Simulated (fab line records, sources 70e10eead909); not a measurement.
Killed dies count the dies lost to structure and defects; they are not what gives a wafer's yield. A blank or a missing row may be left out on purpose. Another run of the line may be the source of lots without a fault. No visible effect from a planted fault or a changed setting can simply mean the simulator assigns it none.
A lot that was struck, set against a sound lot + flow nand-harc + 34 steps out of a route of 1302
Sound: wafers L865.1, L865.2, L865.4. Wafers struck: L862.2, L862.4, L862.6. The cause comes at the end.
For every step that has rows: the tool of each side, followed by ch and its chambers, followed by its first start. Under that, the readings that differ: sound wafers + struck wafers + difference of the means + sigmas: that difference in standard deviations of wafers without a fault.
alike: same words and numbers on both sides, and readings whose means sit less than 2 such deviations apart. not compared: any withheld reading, any reading some wafer has no value for, any bound like >300 that may hide the same value, and any number with overlapping values for which the record gives no deviation.
The two part at a step that has a row with sigmas, a row that says differs or no value, or rows on one side only. Numbers that have no deviation but don't overlap get no sigmas and don't part them. A reading missing from all wafers of one side parts the sides only when that side holds two or more wafers.

first, 9 steps without rows for these wafers: NHARC_A_CHANNEL_HOLE_D2_DEP_00 (deposits aC, target thk 3100 nm); NHARC_A_CHANNEL_HOLE_D2_DEP_01 (deposits SiON, target thk 140 nm); NHARC_A_CHANNEL_HOLE_D2_DEHYDRATE_02 (time 120 s); NHARC_A_CHANNEL_HOLE_D2_HMDS_03 (time 30 s); NHARC_A_CHANNEL_HOLE_D2_COAT_36 (time 75 s); NHARC_A_CHANNEL_HOLE_D2_COAT_37 (time 65 s); NHARC_A_CHANNEL_HOLE_D2_COAT_04 (resist thk 90 nm); NHARC_A_CHANNEL_HOLE_D2_SOFTBAKE_05 (time 55 s); NHARC_A_CHANNEL_HOLE_D2_EBR_06.
NHARC_A_CHANNEL_HOLE_D2_EXPOSE_07: exposes mask HOLE D2, target cd 100 nm.
  sound on arfi-scanner-01 ch 0, day 22 09:58; struck on arfi-scanner-02 ch 0, day 20 23:53
| reading              | sound             | struck            | difference | sigmas |
|----------------------|-------------------|-------------------|------------|--------|
| exposure-dose-mJ-cm2 | 59.53 59.65 59.71 | 57.54 57.41 57.44 | -2.17      | -34    |
  alike: mask
then, 2 steps without rows for these wafers: NHARC_A_CHANNEL_HOLE_D2_PEB_08 (peb time 65 s); NHARC_A_CHANNEL_HOLE_D2_DEVELOP_09 (develop time 35 s).
NHARC_A_CHANNEL_HOLE_D2_CD_MEAS_10: target cd 100 nm.
  sound on cd-sem-03 ch 0, day 22 10:06; struck on cd-sem-02 ch 0
| reading    | sound            | struck         | difference | sigmas |
|------------|------------------|----------------|------------|--------|
| cd-nm (nm) | 100.2 100.0 99.7 | 98.4 98.3 97.4 | -1.9       | -4     |
  not compared: hold
NHARC_A_CHANNEL_HOLE_D2_OVL_MEAS_11:
  sound: overlay-01 at day 22 10:11; struck: overlay-01 at day 21 03:07
| reading | sound | struck                                                                     | difference                   | sigmas |
|---------|-------|----------------------------------------------------------------------------|------------------------------|--------|
| hold    | - - - | await-dispo/2.8h/release await-dispo/2.8h/release await-dispo/2.8h/release | no value on the sound wafers |        |
  alike: overlay-x-nm, overlay-y-nm
NHARC_A_CHANNEL_HOLE_D2_DESCUM_15: chemistry O2, time 3 s.
  sound on rie-diel-06 ch 1,2,3, day 22 10:17; struck on rie-diel-11 ch 0,1, day 21 03:13
| reading                            | sound             | struck            | difference | sigmas |
|------------------------------------|-------------------|-------------------|------------|--------|
| model.A_CHANNEL_HOLE_D2.cd-nm (nm) | 99.48 101.1 99.64 | 99.16 98.03 98.01 | -1.67      |        |
  alike: drypump-motor-current-A, o2-flow-sccm, oes-product-au, rf-vpp-V, showerhead-plenum-p-Torr, throttle-valve-pct
  not compared: rf-hours-counter-h
then, 16 steps without rows for these wafers: NHARC_A_CHANNEL_HOLE_D2_ETCH_38 (etches the open film in CF4, target depth 39 nm, time 65 s); NHARC_A_CHANNEL_HOLE_D2_ETCH_39 (etches the open film in N2/H2, target depth 260 nm, time 325 s); NHARC_A_CHANNEL_HOLE_D2_ETCH_34 (etches the open film in CF4/CHF3, target depth 154 nm, time 77 s); NHARC_A_CHANNEL_HOLE_D2_ETCH_16 (etches the open film in O2/COS, target depth 3100 nm, time 806 s); NHARC_A_CHANNEL_HOLE_D2_ETCH_19 (etches the open film in C4F8/O2/Ar, time 34.5 s); NHARC_A_CHANNEL_HOLE_D2_ETCH_20 (etches the open film in C4F8/O2/Ar, time 361.9 s, target depth 1600 nm); NHARC_A_CHANNEL_HOLE_D2_ETCH_21 (etches the open film in C4F8/O2/Ar, time 514.3 s, target depth 1600 nm); NHARC_A_CHANNEL_HOLE_D2_ETCH_22 (etches the open film in C4F8/O2/Ar, time 666.7 s, target depth 1600 nm); NHARC_A_CHANNEL_HOLE_D2_ETCH_23 (etches the open film in C4F8/O2/Ar, time 819 s, target depth 1600 nm); NHARC_A_CHANNEL_HOLE_D2_ETCH_24 (etches the open film in C4F8/O2/Ar, time 906.2 s, target depth 1500 nm); NHARC_A_CHANNEL_HOLE_D2_ETCH_25 (etches the open film in C4F8/O2/Ar, time 1040.2 s, target depth 1500 nm); NHARC_A_CHANNEL_HOLE_D2_ETCH_26 (etches the open film in C4F8/O2/Ar, time 224.1 s, target depth 300 nm); NHARC_A_CHANNEL_HOLE_D2_ETCH_27 (etches the open film in C4F8/O2/Ar, time 90 s, target depth 400 nm); NHARC_A_CHANNEL_HOLE_D2_STRIP_41 (strips in N2/H2); NHARC_A_CHANNEL_HOLE_D2_STRIP_42 (strips in CF4/CHF3); NHARC_A_CHANNEL_HOLE_D2_STRIP_43 (strips in O2/COS).
NHARC_A_CHANNEL_HOLE_D2_ETCH_44: etches the open film in CF4/O2, target depth 140 nm, overetch 14 nm, time 77 s.
  sound on rie-diel-11 ch 1,2,3, day 22 16:12; struck on rie-diel-10 ch 0,3, day 21 09:10
| reading                            | sound            | struck           | difference | sigmas |
|------------------------------------|------------------|------------------|------------|--------|
| model.A_CHANNEL_HOLE_D2.cd-nm (nm) | 89.89 91.4 89.72 | 87.14 89.1 87.03 | -2.58      |        |
  alike: cf4-flow-sccm, drypump-motor-current-A, o2-flow-sccm, oes_o_777_au, oes-product-au, rf-vpp-V, showerhead-plenum-p-Torr, throttle-valve-pct
  not compared: rf-hours-counter-h
then, 1 step without rows for these wafers: NHARC_A_CHANNEL_HOLE_D2_STRIP_28 (strips in O2).
-- record jumps: 11 days between struck wafers' starts before vs after; left off in module A_CHANNEL_HOLE_D2, resumes in module END, first step shown is number 1302 of the route --
NHARC_END_SORT_01:
  sound on prober-01 ch 0, day 35 08:05; struck on prober-01 ch 0, day 32 05:24
| reading             | sound    | struck     | difference | sigmas |
|---------------------|----------|------------|------------|--------|
| killed-at-array     | 28 41 47 | 110 104 85 | +61        | +3     |
| killed-at-periphery | 3 2 2    | 9 8 10     | +7         | +2     |
| killed-dies         | 31 43 50 | 119 112 95 | +67        | +3     |
  alike: killed-at-other, killed-open, killed-short

== WHERE THEY PART ==
Earliest at NHARC_A_CHANNEL_HOLE_D2_EXPOSE_07; latest, in this record, at NHARC_END_SORT_01.

WHY: what the simulator had put in
Process parameter drift: arfi-scanner-02, from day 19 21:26 on, at NHARC_A_CHANNEL_HOLE_D2_EXPOSE_07. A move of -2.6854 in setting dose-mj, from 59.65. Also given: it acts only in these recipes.
